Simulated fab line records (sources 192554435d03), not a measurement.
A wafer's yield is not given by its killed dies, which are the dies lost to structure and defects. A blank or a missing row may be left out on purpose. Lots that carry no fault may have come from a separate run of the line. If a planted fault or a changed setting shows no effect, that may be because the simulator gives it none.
The tool behind it: which one?	flow n5_finfet	23 lots with 69 wafers sampled at 6 steps, on a route of 1938 steps

== WHAT THE GAUGES READ, wafer by wafer ==
N5_BEOL_M13_THK_MEAS_01. Usual: for M13_ILD_THK the level is 837 nm and the standard deviation is 9.
lot	measured	on	M13_ILD_THK (nm)	flag
L074	day 12 11:46	film_metro-02	839 840 846	
L075	day 13 19:44	film_metro-02	831 845 840	
L076	day 14 02:42	film_metro-01	830 846 853	
L077	day 14 07:44	film_metro-01	838 833 840	
L078	day 14 20:28	film_metro-01	830 825 835	
L080	day 14 23:56	film_metro-01	822 836 843	
L081	day 15 06:20	film_metro-02	837 817 844	
L083	day 15 07:13	film_metro-01	847 850 840	
L082	day 15 14:04	film_metro-02	841 853 838	
L084	day 15 15:52	film_metro-02	822 849 851	
L086	day 16 02:31	film_metro-01	821 828 831	
L092	day 16 04:30	film_metro-01	834 829 847	
L085	day 16 12:07	film_metro-01	841 851 848	
L088	day 16 22:08	film_metro-02	833 846 844	
L087	day 17 03:07	film_metro-02	836 853 851	
L089	day 17 03:31	film_metro-02	829 845 845	
L090	day 17 09:46	film_metro-02	822 840 837	
L091	day 17 16:00	film_metro-02	834 829 842	
L097	day 18 18:53	film_metro-01	832 825 838	
L096	day 18 19:32	film_metro-01	832 828 845	
L079	day 18 19:35	film_metro-02	827 816 836	
L094	day 19 12:31	film_metro-02	821 835 840	
L095	day 19 18:24	film_metro-02	835 838 832	

== TOOL THAT RAN EACH LOT (tool first, then ch and the chambers of the sampled wafers, then the start) ==
lot	N5_BEOL_M11_ETCH_66	N5_BEOL_M12_ILD_DEP_00	N5_BEOL_M12_ETCH_59	N5_BEOL_M12_STRIP_63	N5_BEOL_M12_DEP_53
L074	rie_diel-03 ch 2,3, day 12 00:30	pecvd-02 ch 0,1, day 12 05:10	rie_diel-04 ch 0,3, day 12 05:52	plasma_asher-02 ch 0,1, day 12 06:08	pecvd-04 ch 0,1,2, day 12 11:28
L075	rie_diel-01 ch 0,1,3, day 13 09:19	pecvd-02 ch 0,1,2, day 13 13:38	rie_diel-05 ch 0,3, day 13 14:30	plasma_asher-02 ch 0,1, day 13 14:45	pecvd-01 ch 0,2, day 13 19:28
L076	rie_diel-01 ch 0,2, day 13 17:28	pecvd-02 ch 0,2, day 13 21:49	rie_diel-02 ch 0,1,2, day 13 22:24	plasma_asher-02 ch 0,1, day 13 22:39	pecvd-04 ch 0,1, day 14 02:25
L077	rie_diel-03 ch 0,2, day 13 23:53	pecvd-02 ch 0,1,2, day 14 03:05	rie_diel-04 ch 0,2, day 14 03:40	plasma_asher-01 ch 0,1, day 14 03:55	pecvd-01 ch 1,2, day 14 07:26
L078	rie_diel-03 ch 0,1,3, day 14 08:58	pecvd-04 ch 0,1, day 14 12:17	rie_diel-04 ch 0,2,3, day 14 12:58	plasma_asher-01 ch 0,1, day 14 13:13	pecvd-04 ch 0,1,2, day 14 20:11
L080	rie_diel-06 ch 1,2,3, day 14 16:47	pecvd-04 ch 1,2, day 14 19:48	rie_diel-02 ch 0,1,2, day 14 20:21	plasma_asher-02 ch 0,1, day 14 20:36	pecvd-02 ch 0,1,2, day 14 23:39
L081	rie_diel-06 ch 0,1,3, day 14 19:05	pecvd-04 ch 0,1,2, day 14 23:02	rie_diel-05 ch 1,3, day 14 23:36	plasma_asher-02 ch 0,1, day 14 23:51	pecvd-02 ch 0,1, day 15 06:03
L083	rie_diel-03 ch 2,3, day 14 22:26	pecvd-02 ch 1,2, day 15 01:25	rie_diel-02 ch 1,2, day 15 01:59	plasma_asher-01 ch 0,1, day 15 02:14	pecvd-04 ch 0,1, day 15 06:56
L082	rie_diel-06 ch 0,1,3, day 15 04:38	pecvd-01 ch 0,1,2, day 15 08:38	rie_diel-02 ch 0,1, day 15 09:11	plasma_asher-02 ch 0,1, day 15 09:28	pecvd-02 ch 0,1,2, day 15 13:47
L084	rie_diel-01 ch 0,2,3, day 15 06:09	pecvd-04 ch 0,2, day 15 09:24	rie_diel-05 ch 1,3, day 15 09:58	plasma_asher-02 ch 0,1, day 15 10:14	pecvd-02 ch 0,2, day 15 15:35
L086	rie_diel-06 ch 1,2, day 15 17:15	pecvd-01 ch 0,1, day 15 20:55	rie_diel-02 ch 1,3, day 15 21:38	plasma_asher-01 ch 1, day 15 21:53	pecvd-04 ch 1,2, day 16 02:14
L092	rie_diel-03 ch 0,2,3, day 15 17:40	pecvd-01 ch 1,2, day 15 22:05	rie_diel-05 ch 1,2,3, day 15 22:39	plasma_asher-01 ch 0,1, day 15 22:54	pecvd-04 ch 1,2, day 16 04:14
L085	rie_diel-06 ch 0,2,3, day 15 21:17	pecvd-02 ch 1,2, day 16 00:54	rie_diel-05 ch 0,1, day 16 01:28	plasma_asher-01 ch 0,1, day 16 01:44	pecvd-04 ch 0,1,2, day 16 11:50
L088	rie_diel-03 ch 2,3, day 16 11:35	pecvd-02 ch 0,1, day 16 15:07	rie_diel-04 ch 0,1, day 16 15:54	plasma_asher-02 ch 0,1, day 16 16:10	pecvd-01 ch 0,1, day 16 21:52
L087	rie_diel-03 ch 0,1,2, day 16 18:29	pecvd-04 ch 0,1,2, day 16 21:43	rie_diel-04 ch 0,2,3, day 16 22:24	plasma_asher-02 ch 0,1, day 16 22:41	pecvd-02 ch 0,2, day 17 02:36
L089	rie_diel-06 ch 0,1,3, day 16 18:35	pecvd-04 ch 0,2, day 16 21:53	rie_diel-02 ch 1,3, day 16 22:35	plasma_asher-01 ch 0,1, day 16 22:50	pecvd-01 ch 0,1, day 17 03:14
L090	rie_diel-03 ch 0,2,3, day 16 23:10	pecvd-02 ch 2, day 17 03:10	rie_diel-04 ch 0,2,3, day 17 03:47	plasma_asher-01 ch 0,1, day 17 04:02	pecvd-04 ch 0,2, day 17 09:26
L091	rie_diel-06 ch 0,1,3, day 16 23:13	pecvd-01 ch 0,1,2, day 17 03:19	rie_diel-05 ch 0,1,2, day 17 04:01	plasma_asher-01 ch 0,1, day 17 04:31	pecvd-02 ch 0,2, day 17 15:43
L097	rie_diel-03 ch 0,1,2, day 18 10:02	pecvd-04 ch 0,1,2, day 18 13:35	rie_diel-04 ch 0,1, day 18 14:08	plasma_asher-01 ch 0,1, day 18 14:23	pecvd-01 ch 0,1,2, day 18 18:37
L096	rie_diel-06 ch 0,1, day 18 10:32	pecvd-02 ch 0,2, day 18 14:12	rie_diel-04 ch 1,2,3, day 18 14:53	plasma_asher-01 ch 0,1, day 18 15:08	pecvd-02 ch 0,1, day 18 19:16
L079	rie_diel-06 ch 2,3, day 18 11:01	pecvd-04 ch 0,1,2, day 18 14:18	rie_diel-04 ch 0,1,2, day 18 15:09	plasma_asher-01 ch 0,1, day 18 15:24	pecvd-01 ch 0,1, day 18 19:18
L094	rie_diel-01 ch 0,2, day 19 02:57	pecvd-02 ch 0,1,2, day 19 07:07	rie_diel-02 ch 0,1,3, day 19 07:55	plasma_asher-01 ch 0,1, day 19 08:10	pecvd-01 ch 0,1,2, day 19 12:11
L095	rie_diel-01 ch 0,1,2, day 19 09:14	pecvd-01 ch 0,1, day 19 12:22	rie_diel-05 ch 0,1,2, day 19 12:55	plasma_asher-01 ch 0, day 19 13:10	pecvd-02 ch 0,1, day 19 18:07
- N5_BEOL_M11_ETCH_66: etches SOC in N2/H2, target depth 120 nm, overetch 24 nm, time 180 s.
- N5_BEOL_M12_ILD_DEP_00: deposits SiOC from DEMS/O2, target thk 658.92 nm, time 130.7 s.
- N5_BEOL_M12_ETCH_59: etches BARC in N2/H2, target depth 89 nm, overetch 26.7 nm, time 67.9 s.
- N5_BEOL_M12_STRIP_63: strips in N2/H2.
- N5_BEOL_M12_DEP_53: deposits SiCN from 3MS/NH3, target thk 30 nm, time 10.5 s.

== AS READ BY THE TOOLS THEMSELVES (means over the sampled wafers that have a number; for cases with no such wafer, the mark the record gives instead) ==
N5_BEOL_M11_ETCH_66. Usual: drypump_motor_current_A 5.8 A, standard deviation 0.57; oes_product_au 0.63 a.u., standard deviation 0.057; rf_fwd_power_W 836.4 W, standard deviation 2.8; rf_vpp_V 523.7 V, standard deviation 2.4; showerhead_plenum_p_Torr 2.54 Torr, standard deviation 0.079; throttle_valve_pct 17.94 %, standard deviation 0.18.
lot	tool	drypump_motor_current_A (A)	oes_product_au (a.u.)	rf_fwd_power_W (W)	rf_vpp_V (V)	showerhead_plenum_p_Torr (Torr)	throttle_valve_pct (%)	flag
L074	rie_diel-03	5.3	0.66	837.0	525.6	2.60	17.89	
L075	rie_diel-01	6.3	0.64	838.4	522.9	2.48	17.96	
L076	rie_diel-01	6.5	0.64	836.5	524.0	2.52	18.15	
L077	rie_diel-03	5.4	0.58	837.2	524.6	2.54	18.02	
L078	rie_diel-03	5.7	0.60	833.9	522.1	2.50	17.89	
L080	rie_diel-06	5.6	0.65	836.5	523.9	2.52	17.91	
L081	rie_diel-06	5.6	0.69	836.6	526.3	2.58	17.87	
L083	rie_diel-03	5.1	0.62	835.3	525.5	2.61	17.92	
L082	rie_diel-06	5.6	0.69	836.1	524.5	2.58	17.88	
L084	rie_diel-01	6.4	0.66	835.9	523.3	2.53	18.05	
L086	rie_diel-06	5.6	0.67	837.2	523.8	2.53	17.75	
L092	rie_diel-03	5.3	0.61	837.6	524.8	2.57	17.99	
L085	rie_diel-06	6.0	0.65	835.6	523.1	2.53	18.02	
L088	rie_diel-03	5.1	0.61	834.2	525.7	2.60	17.94	
L087	rie_diel-03	5.5	0.57	840.9	523.4	2.51	17.91	
L089	rie_diel-06	5.6	0.68	837.6	525.0	2.58	17.91	
L090	rie_diel-03	5.3	0.60	836.3	524.3	2.56	18.02	
L091	rie_diel-06	5.6	0.67	834.5	524.9	2.58	17.90	
L097	rie_diel-03	5.6	0.64	837.9	523.2	2.51	17.79	
L096	rie_diel-06	6.0	0.70	837.5	524.7	2.59	17.84	
L079	rie_diel-06	6.0	0.58	835.6	521.0	2.46	18.10	
L094	rie_diel-01	6.5	0.61	834.2	522.6	2.51	18.21	
L095	rie_diel-01	6.5	0.60	835.1	523.1	2.54	18.12	

N5_BEOL_M12_ILD_DEP_00. Usual: heater_power_w 523 W, standard deviation 76; rf_fwd_power_W 497.8 W, standard deviation 1.7; showerhead_plenum_p_Torr 5.687 Torr, standard deviation 0.013; throttle_valve_pct 11.9 %, standard deviation 0.46.
lot	tool	heater_power_w (W)	rf_fwd_power_W (W)	showerhead_plenum_p_Torr (Torr)	throttle_valve_pct (%)	flag
L074	pecvd-02	473	498.0	5.673	12.1	
L075	pecvd-02	539	497.0	5.680	12.0	
L076	pecvd-02	538	497.5	5.683	12.1	
L077	pecvd-02	528	498.3	5.683	12.0	
L078	pecvd-04	486	498.5	5.698	12.1	
L080	pecvd-04	585	496.9	5.691	12.1	
L081	pecvd-04	496	500.1	5.685	12.0	
L083	pecvd-02	596	496.7	5.684	11.8	
L082	pecvd-01	508	500.0	5.678	11.6	
L084	pecvd-04	459	497.9	5.696	11.9	
L086	pecvd-01	547	497.1	5.686	11.8	
L092	pecvd-01	554	499.4	5.676	11.9	
L085	pecvd-02	594	496.9	5.691	11.9	
L088	pecvd-02	504	495.1	5.677	12.0	
L087	pecvd-04	472	498.5	5.689	12.0	
L089	pecvd-04	458	499.4	5.693	11.9	
L090	pecvd-02	655	496.9	5.697	12.0	
L091	pecvd-01	488	497.0	5.680	11.5	
L097	pecvd-04	495	498.6	5.690	12.0	
L096	pecvd-02	597	498.0	5.690	12.1	
L079	pecvd-04	473	497.0	5.701	12.1	
L094	pecvd-02	513	497.7	5.685	11.6	
L095	pecvd-01	562	497.7	5.680	11.9	

N5_BEOL_M12_ETCH_59. Usual: drypump_motor_current_A 5.8 A, standard deviation 0.41; oes_product_au 0.69 a.u., standard deviation 0.081; rf_fwd_power_W 832.7 W, standard deviation 3; rf_vpp_V 523.6 V, standard deviation 1.6; showerhead_plenum_p_Torr 2.53 Torr, standard deviation 0.052; throttle_valve_pct 17.78 %, standard deviation 0.24.
lot	tool	drypump_motor_current_A (A)	oes_product_au (a.u.)	rf_fwd_power_W (W)	rf_vpp_V (V)	showerhead_plenum_p_Torr (Torr)	throttle_valve_pct (%)	flag
L074	rie_diel-04	5.6	0.65	835.9	524.3	2.57	17.92	
L075	rie_diel-05	5.9	0.61	832.1	524.9	2.56	17.93	
L076	rie_diel-02	5.6	0.62	831.3	523.1	2.53	18.05	
L077	rie_diel-04	6.1	0.71	835.2	523.0	2.50	17.64	
L078	rie_diel-04	5.9	0.71	832.1	523.6	2.53	17.73	
L080	rie_diel-02	5.6	0.62	830.3	523.7	2.52	18.07	
L081	rie_diel-05	6.0	0.65	829.3	522.5	2.51	17.67	
L083	rie_diel-02	5.2	0.59	833.1	523.3	2.51	18.22	
L082	rie_diel-02	5.9	0.61	830.4	523.4	2.52	18.02	
L084	rie_diel-05	5.8	0.62	828.2	524.5	2.57	17.80	
L086	rie_diel-02	5.7	0.64	833.0	523.2	2.54	18.00	
L092	rie_diel-05	5.8	0.70	834.4	523.3	2.53	17.62	
L085	rie_diel-05	6.2	0.65	831.8	521.8	2.47	17.72	
L088	rie_diel-04	5.8	0.74	835.0	523.3	2.53	17.55	
L087	rie_diel-04	5.9	0.77	832.6	523.5	2.53	17.62	
L089	rie_diel-02	5.7	0.64	830.9	523.4	2.53	18.01	
L090	rie_diel-04	5.8	0.77	832.0	523.5	2.52	17.62	
L091	rie_diel-05	6.1	0.68	832.8	522.8	2.49	17.65	
L097	rie_diel-04	5.8	0.72	835.0	522.4	2.52	17.57	
L096	rie_diel-04	5.7	0.76	834.1	524.2	2.55	17.63	
L079	rie_diel-04	5.8	0.74	836.6	522.5	2.52	17.56	
L094	rie_diel-02	5.9	0.72	830.9	524.1	2.54	17.82	
L095	rie_diel-05	6.0	0.66	831.2	521.7	2.48	17.69	

N5_BEOL_M12_STRIP_63. Usual: drypump_motor_current_A 5.22 A, standard deviation 0.22; heater_power_w 340 W, standard deviation 21; oes_product_au 0.693 a.u., standard deviation 0.0045; strip_time_to_endpoint_s 42.7 s, standard deviation 0.71.
lot	tool	drypump_motor_current_A (A)	heater_power_w (W)	oes_product_au (a.u.)	strip_time_to_endpoint_s (s)	flag
L074	plasma_asher-02	5.34	363	0.695	42.8	
L075	plasma_asher-02	5.38	356	0.692	42.7	
L076	plasma_asher-02	5.37	353	0.690	42.9	
L077	plasma_asher-01	5.22	332	0.693	42.6	
L078	plasma_asher-01	5.22	338	0.697	42.2	
L080	plasma_asher-02	5.36	366	0.696	42.7	
L081	plasma_asher-02	5.36	357	0.694	42.7	
L083	plasma_asher-01	5.08	321	0.688	42.6	
L082	plasma_asher-02	5.33	365	0.697	44.1	
L084	plasma_asher-02	5.35	369	0.688	42.5	
L086	plasma_asher-01	4.90	308	0.692	42.9	
L092	plasma_asher-01	5.24	336	0.695	43.3	
L085	plasma_asher-01	5.06	321	0.691	42.0	
L088	plasma_asher-02	5.34	361	0.688	42.6	
L087	plasma_asher-02	5.38	357	0.692	42.2	
L089	plasma_asher-01	5.20	339	0.691	42.4	
L090	plasma_asher-01	5.20	330	0.690	42.3	
L091	plasma_asher-01	5.22	336	0.692	42.8	
L097	plasma_asher-01	5.03	318	0.693	43.2	
L096	plasma_asher-01	5.04	320	0.692	42.9	
L079	plasma_asher-01	5.07	325	0.693	42.9	
L094	plasma_asher-01	5.07	318	0.695	42.9	
L095	plasma_asher-01	5.41	341	0.691	43.1	

N5_BEOL_M12_DEP_53. Usual: rf_fwd_power_W 666 W, standard deviation 3.1; showerhead_plenum_p_Torr 4.148 Torr, standard deviation 0.016; throttle_valve_pct 17.9 %, standard deviation 0.67.
lot	tool	rf_fwd_power_W (W)	showerhead_plenum_p_Torr (Torr)	throttle_valve_pct (%)	flag
L074	pecvd-04	666	4.159	18.1	
L075	pecvd-01	662	4.140	17.2	
L076	pecvd-04	667	4.164	18.3	
L077	pecvd-01	664	4.137	17.6	
L078	pecvd-04	667	4.153	18.3	
L080	pecvd-02	666	4.145	18.0	
L081	pecvd-02	664	4.124	18.2	
L083	pecvd-04	668	4.160	18.2	
L082	pecvd-02	662	4.139	18.3	
L084	pecvd-02	668	4.150	18.1	
L086	pecvd-04	666	4.161	18.2	
L092	pecvd-04	666	4.160	18.3	
L085	pecvd-04	667	4.158	18.0	
L088	pecvd-01	666	4.160	17.1	
L087	pecvd-02	666	4.150	18.2	
L089	pecvd-01	668	4.147	17.9	
L090	pecvd-04	667	4.154	18.0	
L091	pecvd-02	666	4.153	18.0	
L097	pecvd-01	667	4.143	17.4	
L096	pecvd-02	662	4.127	17.0	
L079	pecvd-01	666	4.165	17.1	
L094	pecvd-01	667	4.146	17.6	
L095	pecvd-02	661	4.127	17.0	

== THE ANSWER, worked out from the rows above alone ==
Rule: lot off if the mean of its wafers having a number is beyond 3 standard deviations from the usual mean. Also off: a lot with no number at a reading for which 4 or more lots have one. Where the step has rows for the other lots, those lots are counted as sound. Order of review: gauges by route order, followed by the tools' own readings, for which a lot's mean as printed above is used. At the first step where some lot is off, the reading lying furthest off is the one used; lots without a number count as furthest.
Across all readings shown, no lot is off: no conclusion can be drawn from this.

== WHAT THE SIMULATOR HAD PUT IN ==
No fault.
